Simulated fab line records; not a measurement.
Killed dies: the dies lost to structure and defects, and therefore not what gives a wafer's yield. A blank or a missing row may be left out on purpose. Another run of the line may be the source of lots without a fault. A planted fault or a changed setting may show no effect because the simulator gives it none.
Which of the tools did it? :: flow n5 finfet :: 72 wafers from 24 lots sampled at 2 of the route's 1938 steps

== WHAT THE GAUGES READ, wafer by wafer ==
N5_WELL_APT_OVL_MEAS_26.
lot: L074
measured: day 1 14:59
on: overlay-01
PWELL_OVL (nm): 3 0 -1

lot: L075
measured: day 1 21:15
on: overlay-01
PWELL_OVL (nm): -2 -3 -5

lot: L076
measured: day 2 03:04
on: overlay-01
PWELL_OVL (nm): 1 -1 -8

lot: L077
measured: day 2 09:19
on: overlay-02
PWELL_OVL (nm): 6 -7 1

lot: L078
measured: day 2 15:17
on: overlay-02
PWELL_OVL (nm): -4 0 -5

lot: L079
measured: day 2 21:12
on: overlay-02
PWELL_OVL (nm): 3 4 1

lot: L080
measured: day 3 03:10
on: overlay-02
PWELL_OVL (nm): 5 1 -4

lot: L081
measured: day 3 08:43
on: overlay-02
PWELL_OVL (nm): -6 -3 -13

lot: L082
measured: day 3 15:08
on: overlay-02
PWELL_OVL (nm): 2 -3 2

lot: L083
measured: day 3 21:10
on: overlay-02
PWELL_OVL (nm): 1 -4 -8

lot: L084
measured: day 4 03:07
on: overlay-01
PWELL_OVL (nm): -1 -3 0

lot: L085
measured: day 4 09:17
on: overlay-02
PWELL_OVL (nm): 6 6 4

lot: L086
measured: day 4 22:10
on: overlay-02
PWELL_OVL (nm): 0 1 -4

lot: L087
measured: day 4 22:32
on: overlay-02
PWELL_OVL (nm): -2 8 -2

lot: L088
measured: day 5 02:49
on: overlay-01
PWELL_OVL (nm): -3 3 4

lot: L089
measured: day 5 09:06
on: overlay-02
PWELL_OVL (nm): -10 -10 -7

lot: L090
measured: day 5 14:43
on: overlay-01
PWELL_OVL (nm): -4 -12 -6

lot: L091
measured: day 5 21:00
on: overlay-01
PWELL_OVL (nm): 3 8 -1

lot: L092
measured: day 6 02:53
on: overlay-01
PWELL_OVL (nm): -1 6 2

lot: L093
measured: day 6 09:00
on: overlay-01
PWELL_OVL (nm): -3 4 0

lot: L094
measured: day 6 14:51
on: overlay-01
PWELL_OVL (nm): 6 -3 6

lot: L095
measured: day 6 21:11
on: overlay-01
PWELL_OVL (nm): 7 9 5

lot: L096
measured: day 7 02:55
on: overlay-01
PWELL_OVL (nm): -1 -2 -2

lot: L097
measured: day 7 09:19
on: overlay-01
PWELL_OVL (nm): 9 12 2

N5_PMOS_HMC_CHANNEL_EPI_CD_MEAS_09: the cd target is 237.4 nm.
lot: L074
measured: day 1 17:04
on: cd sem-03
cd nm (nm): 237.3 236.3 236.8

lot: L075
measured: day 1 23:43
on: cd sem-01
cd nm (nm): 236.8 236.9 236.1

lot: L076
measured: day 2 05:30
on: cd sem-01
cd nm (nm): 235.6 238.9 236.6

lot: L077
measured: day 2 11:36
on: cd sem-01
cd nm (nm): 238.3 237.2 237.8

lot: L078
measured: day 2 17:41
on: cd sem-03
cd nm (nm): 236.6 236.1 237.4

lot: L079
measured: day 3 00:08
on: cd sem-03
cd nm (nm): 235.7 236.8 236.6

lot: L080
measured: day 3 05:29
on: cd sem-02
cd nm (nm): 240.7 238.3 239.0

lot: L081
measured: day 3 10:52
on: cd sem-01
cd nm (nm): 237.3 238.8 238.5

lot: L082
measured: day 3 17:29
on: cd sem-02
cd nm (nm): 238.1 239.1 238.0

lot: L083
measured: day 3 23:26
on: cd sem-03
cd nm (nm): 236.7 237.1 236.7

lot: L084
measured: day 4 05:08
on: cd sem-02
cd nm (nm): 237.7 238.4 238.6

lot: L085
measured: day 4 11:43
on: cd sem-02
cd nm (nm): 237.1 239.1 238.2

lot: L086
measured: day 5 00:23
on: cd sem-01
cd nm (nm): 236.6 237.1 236.2

lot: L087
measured: day 5 01:15
on: cd sem-01
cd nm (nm): 237.2 238.3 237.8

lot: L088
measured: day 5 05:18
on: cd sem-01
cd nm (nm): 236.5 237.7 237.5

lot: L089
measured: day 5 11:54
on: cd sem-02
cd nm (nm): 237.5 237.6 236.7

lot: L090
measured: day 5 16:52
on: cd sem-01
cd nm (nm): 237.3 238.4 236.6

lot: L091
measured: day 5 23:10
on: cd sem-01
cd nm (nm): 238.0 237.4 237.9

lot: L092
measured: day 6 05:30
on: cd sem-02
cd nm (nm): 236.6 236.0 237.9

lot: L093
measured: day 6 11:26
on: cd sem-01
cd nm (nm): 237.1 235.8 235.9

lot: L094
measured: day 6 16:59
on: cd sem-02
cd nm (nm): 237.6 237.3 238.4

lot: L095
measured: day 6 23:19
on: cd sem-01
cd nm (nm): 238.7 237.9 236.9

lot: L096
measured: day 7 05:15
on: cd sem-03
cd nm (nm): 237.1 238.8 237.5

lot: L097
measured: day 7 11:33
on: cd sem-01
cd nm (nm): 236.5 238.5 237.7

== WHICH TOOL RAN EACH LOT (tool, then ch and the chambers of the sampled wafers, then the start) ==
Before these readings, the record contains no process step.

== WHAT THE TOOLS THEMSELVES READ (means of the sampled wafers that have a number; where no wafer has one, the mark that the record gives instead) ==
The record holds no such reading with a usual standard deviation.

== THE ANSWER, worked out from the rows above alone ==
Rule: the usual values come from the lots themselves. The widest of any qualifying gaps counts: lots, ordered by their means at a reading, are off when they make up no more than a third of the lots, leave a main group of 4 or more, and stand apart from it by 3 or more times the standard deviation of that group's means. A main group is skipped when, at the precision printed for the reading in the tables above, its means are all equal. A lot without any number at a reading at which 4 lots or more have one is off too. The other lots that the step has rows for count as sound. After the gauges, taken in route order, come the tools' own readings; for these a lot's mean is taken, as printed above. The first step at which some lot is off is used, and at that step the reading that is off furthest; a lot without a number counts as furthest.
No lot is off at any reading shown: from this, nothing can be told.

== WHAT HAD BEEN PUT IN BY THE SIMULATOR ==
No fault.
